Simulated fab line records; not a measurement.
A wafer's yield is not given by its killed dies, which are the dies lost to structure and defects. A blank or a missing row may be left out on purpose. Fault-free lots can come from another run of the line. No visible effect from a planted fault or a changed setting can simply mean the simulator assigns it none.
fab line records | flow nand-harc | part 2 of 2: steps 5 to 6 of 6
record lots=23 wafers=69 last-day=33
route steps=1302 shown A_CONTACT@1020 A_BLC@1121
lots that met no fault: from a run of the same line without faults
start-h: hours from the record's opening day to when the first of the lot's shown wafers began | wait-h: time in hours since the lot's previous step | " as in the row above | L1.1+2: a row that stands for several wafers | - no value, or no start given | * or withheld: withheld | < > ~ a bound
route shown NAME@n: NAME is a module with steps in the file, n the number in the route of the first one | usual: the fault-free wafers' mean and standard deviation | same: alike in all rows | chamber/n: place in a boat | sites: the reading at each site | _std_site: standard deviation of those values | _edge_site: the outer-site mean with the inner-site mean subtracted | radius-mm: for every site, how far away it sits from the centre of the wafer | mask NAME#n: copy n | behind: the most recent tool/chamber to have shaped the wafer | hold: why the lot went on hold/how many hours it stayed there/how the hold came to an end | device: transistor that didn't switch, given as n, p or np | end of line: the tests these same wafers got at the end of their route | where a step has no rows: the recipe by itself | killed: not the wafer's yield, but the dies lost to structure and defects at the first sort | map: a wafer's dies, x killed, . not, _ none there
set.NAME: the run value of the setting; set.NAME@STEP: its run value at that earlier step | model.NAME: the simulator's own value behind a step, which no gauge read
route steps across a sampled set of lots; one table per step, one row per wafer
services: when a tool's chamber went out of use (start-h, in hours from the record's first day, below 0 if earlier), for how many hours, and the reason
## steps
# step NHARC_A_BLC_ETCH_16
# recipe target-depth-a=390 over-etch-frac=0.3 time-s=65 ion-energy-ev=80 cf4-flow-sccm=150 ar-flow-sccm=0 rf-w=300 bias-w=100 chemistry=CF4
# usual drypump-motor-current-A=5.7/0.38 oes-product-au=0.998/0.012 rf-vpp-V=150.9/1.2 showerhead-plenum-p-Torr=1.73/0.066 throttle-valve-pct=13.282/0.0094
# columns lot.wafer tool chamber start-h wait-h drypump-motor-current-A oes-product-au rf-hours-counter-h rf-vpp-V showerhead-plenum-p-Torr throttle-valve-pct
L075.3 rie-diel-05 3 529.76 0.1 5.5 0.995 6 151.2 1.84 13.287
L075.2 " 0 " " 5.9 0.990 7 151.1 1.75 13.281
L075.6 " 0 " " 5.9 0.985 - 152.3 1.75 13.279
L074.3 rie-diel-07 2 538.90 0.1 6.3 1.006 3 150.9 1.77 13.283
L074.6 " 3 " " 6.1 1.025 - 149.8 1.70 13.281
L074.5 " 0 " " 5.5 1.013 - 150.9 1.68 13.273
L076.1 rie-diel-05 0 539.18 0.1 5.9 1.001 8 151.1 1.75 13.275
L076.4 " 3 " " 5.5 1.000 - 152.3 1.84 13.283
L076.6 " 1 " " 5.3 0.979 - 150.2 1.66 13.261
L078.4 rie-diel-07 1 563.43 0.1 6.1 1.005 5 152.7 1.86 13.278
L078.3 " 2 " " 6.3 0.995 5 151.0 1.77 13.295
L078.5 " 0 " " 5.5 1.002 - 149.4 1.68 13.278
L079.3 rie-diel-07 3 583.70 0.1 6.1 0.999 8 150.7 1.70 13.268
L079.4 " 2 " " 6.3 0.996 7 150.0 1.77 13.279
L079.6 " 3 " " 6.1 1.016 - 151.8 1.70 13.280
L080.1 rie-diel-05 0 593.17 0.1 5.9 1.004 0 151.3 1.75 13.269
L080.2 " 2 " " 5.0 0.986 0 150.5 1.74 13.285
L080.3 " 3 " " 5.5 0.988 0 151.5 1.84 13.287
L081.3 rie-diel-07 2 598.27 0.1 6.3 0.992 8 151.6 1.77 13.267
L081.2 " 1 " " 6.1 1.006 8 152.7 1.86 13.281
L081.6 " 2 " " 6.3 1.001 - 150.7 1.77 13.283
L083.2 rie-diel-10 0 613.98 0.2 5.7 0.997 3 150.4 1.68 13.288
L083.3 " 2 " " 5.2 0.999 2 151.5 1.71 13.270
L083.1 " 3 " " 5.6 1.012 2 149.4 1.66 13.302
L082.2 rie-diel-05 3 618.35 0.1 5.4 0.991 1 152.6 1.84 13.292
L082.3 " 0 " " 5.9 0.999 1 151.2 1.75 13.288
L082.4 " 1 " " 5.2 0.985 - 149.7 1.66 13.296
L085.1 rie-diel-07 2 624.13 0.1 6.3 0.993 10 151.1 1.77 13.285
L085.4 " 3 " " 6.1 0.993 11 150.2 1.70 13.283
L085.3 " 1 " " 6.1 0.990 11 153.1 1.86 13.275
L084.2 rie-diel-07 2 626.21 0.1 6.3 0.989 10 151.8 1.77 13.287
L084.1 " 3 " " 6.1 0.999 11 150.5 1.70 13.296
L084.5 " 2 " " 6.3 0.990 - 152.8 1.77 13.272
L087.2 rie-diel-05 1 635.46 0.1 5.2 0.979 3 149.7 1.66 13.273
L087.4 " 0 " " 5.9 0.994 3 150.1 1.75 13.274
L087.5 " 2 " " 5.0 0.970 - 150.7 1.74 13.283
L086.3 rie-diel-05 3 643.92 0.1 5.4 0.991 4 152.3 1.84 13.293
L086.2 " 2 " " 5.0 0.977 2 151.5 1.74 13.280
L086.5 " 0 " " 5.9 1.010 - 151.3 1.75 13.288
L088.2 rie-diel-10 3 660.72 0.1 5.5 1.015 17 150.2 1.65 13.291
L088.1 " 2 " " 5.2 1.004 20 150.6 1.71 13.280
L088.6 " 3 " " 5.5 1.022 - 149.8 1.65 13.275
L089.2 rie-diel-05 3 660.79 0.1 5.4 0.997 6 152.9 1.84 13.280
L089.5 " 1 " " 5.3 0.985 - 149.8 1.66 13.274
L089.6 " 2 " " 5.0 0.981 - 150.5 1.74 13.293
L091.1 rie-diel-07 0 696.45 0.1 5.5 1.004 3 151.1 1.68 13.259
L091.6 " 2 " " 6.3 0.999 - 151.8 1.76 13.294
L091.5 " 3 " " 6.1 1.029 - 150.6 1.70 13.276
L090.2 rie-diel-07 3 699.80 0.1 6.1 1.013 4 148.7 1.70 13.285
L090.5 " 1 " " 6.1 0.991 - 151.9 1.86 13.285
L090.6 " 2 " " 6.3 1.000 - 152.3 1.76 13.290
L094.2 rie-diel-05 2 712.39 0.1 5.0 0.972 6 151.0 1.74 13.291
L094.3 " 1 " " 5.3 0.987 8 149.8 1.65 13.295
L094.6 " 3 " " 5.4 1.006 - 152.5 1.84 13.290
L092.2 rie-diel-05 0 714.37 0.1 5.9 0.997 9 149.8 1.75 13.280
L092.3 " 1 " " 5.3 0.965 9 149.3 1.65 13.271
L092.4 " 2 " " 5.0 0.980 7 150.8 1.74 13.296
L093.1 rie-diel-10 3 721.27 0.1 5.5 1.024 40 149.8 1.65 13.300
L093.4 " 1 " " 5.6 1.006 - 150.5 1.75 13.285
L093.6 " 3 " " 5.5 1.016 - 149.2 1.65 13.282
L095.2 rie-diel-07 2 739.65 0.2 6.3 1.001 7 149.3 1.76 13.279
L095.1 " 1 " " 6.1 0.987 7 153.3 1.86 13.278
L095.4 " 3 " " 6.1 0.997 - 149.9 1.70 13.272
L096.2 rie-diel-10 0 740.57 0.1 5.7 0.996 47 150.5 1.67 13.293
L096.1 " 1 " " 5.7 1.005 45 149.7 1.74 13.287
L096.6 " 3 " " 5.6 1.017 - 150.6 1.65 13.283
L097.1 rie-diel-10 1 750.71 0.1 5.7 0.989 48 152.5 1.74 13.265
L097.2 " 3 " " 5.5 1.013 53 150.3 1.64 13.286
L097.5 " 2 " " 5.2 1.000 - 150.8 1.70 13.273
# step NHARC_A_BLC_CD_MEAS_19
# usual cd-nm=99.0/1.9
# columns lot.wafer tool chamber start-h wait-h cd-nm
L075.2 cd-sem-02 - 530.82 - 96.8
L075.3 " - " " 99.9
L075.6 " - " " 101.5
L074.3 cd-sem-03 - 539.77 - 97.6
L074.5 " - " " 98.9
L074.6 " - " " 99.5
L076.1 cd-sem-02 - 540.23 - 95.2
L076.4 " - " " 97.7
L076.6 " - " " 97.1
L078.3 cd-sem-03 - 564.31 - 99.7
L078.4 " - " " 97.8
L078.5 " - " " 100.4
L079.3 cd-sem-01 - 584.58 - 99.0
L079.4 " - " " 98.7
L079.6 " - " " 96.0
L080.1 cd-sem-03 - 594.06 - 100.1
L080.2 " - " " 97.8
L080.3 " - " " 97.4
L081.2 cd-sem-01 - 599.15 - 102.7
L081.3 " - " " 101.4
L081.6 " - " " 101.0
L083.1 cd-sem-02 - 614.90 - 100.0
L083.2 " - " " 99.9
L083.3 " - " " 97.6
L082.2 cd-sem-03 - 619.40 - 100.0
L082.3 " - " " 95.7
L082.4 " - " " 97.9
L085.1 cd-sem-01 - 625.01 - 97.4
L085.3 " - " " 97.7
L085.4 " - " " 100.1
L084.1 cd-sem-02 - 627.09 - 98.1
L084.2 " - " " 98.8
L084.5 " - " " 97.1
L087.2 cd-sem-03 - 636.37 - 98.8
L087.4 " - " " 97.5
L087.5 " - " " 95.9
L086.2 cd-sem-02 - 644.80 - 92.7
L086.3 " - " " 97.5
L086.5 " - " " 97.0
L088.1 cd-sem-01 - 661.60 - 99.0
L088.2 " - " " 96.6
L088.6 " - " " 95.4
L089.2 cd-sem-02 - 661.66 - 97.9
L089.5 " - " " 101.6
L089.6 " - " " 98.2
L091.1 cd-sem-02 - 697.33 - 99.6
L091.5 " - " " 96.0
L091.6 " - " " 100.4
L090.2 cd-sem-02 - 700.67 - 98.0
L090.5 " - " " 97.1
L090.6 " - " " 100.6
L094.2 cd-sem-02 - 713.27 - 101.6
L094.3 " - " " 101.4
L094.6 " - " " 98.8
L092.2 cd-sem-03 - 715.58 - 99.6
L092.3 " - " " 98.5
L092.4 " - " " 97.2
L093.1 cd-sem-02 - 722.31 - 100.2
L093.4 " - " " 99.3
L093.6 " - " " 103.4
L095.1 cd-sem-01 - 740.91 - 99.8
L095.2 " - " " 98.1
L095.4 " - " " 99.9
L096.1 cd-sem-01 - 741.44 - 102.1
L096.2 " - " " 97.5
L096.6 " - " " 101.6
L097.1 cd-sem-01 - 751.59 - 104.1
L097.2 " - " " 99.1
L097.5 " - " " 99.5
## services
# columns tool chamber start-h hours kind
rie-diel-02 2 488.79 12.6 repair
rie-diel-07 1 496.32 6.1 repair
rie-diel-02 0 499.98 5.0 repair
rie-diel-05 2 504.97 49.2 repair
rie-diel-13 - 521.23 9.0 pm
rie-diel-08 - 544.80 9.0 pm
rie-diel-07 2 566.43 3.6 repair
rie-diel-08 1 569.57 13.0 repair
rie-diel-05 - 583.64 9.0 pm
rie-diel-13 0 585.30 4.4 repair
rie-diel-10 - 597.03 9.0 pm
rie-diel-05 2 618.01 15.0 repair
rie-diel-07 2 631.67 4.4 repair
rie-diel-10 - 638.69 0.8 repair
rie-diel-07 1 638.78 23.3 repair
rie-diel-07 - 649.12 9.0 pm
rie-diel-08 3 681.75 2.5 repair
rie-diel-05 2 682.03 5.5 repair
rie-diel-13 - 698.23 9.0 pm
rie-diel-10 2 714.78 22.2 repair
rie-diel-13 3 717.44 7.6 repair
rie-diel-08 - 721.96 9.0 pm
rie-diel-07 0 732.06 13.2 repair
rie-diel-02 - 748.00 9.0 pm
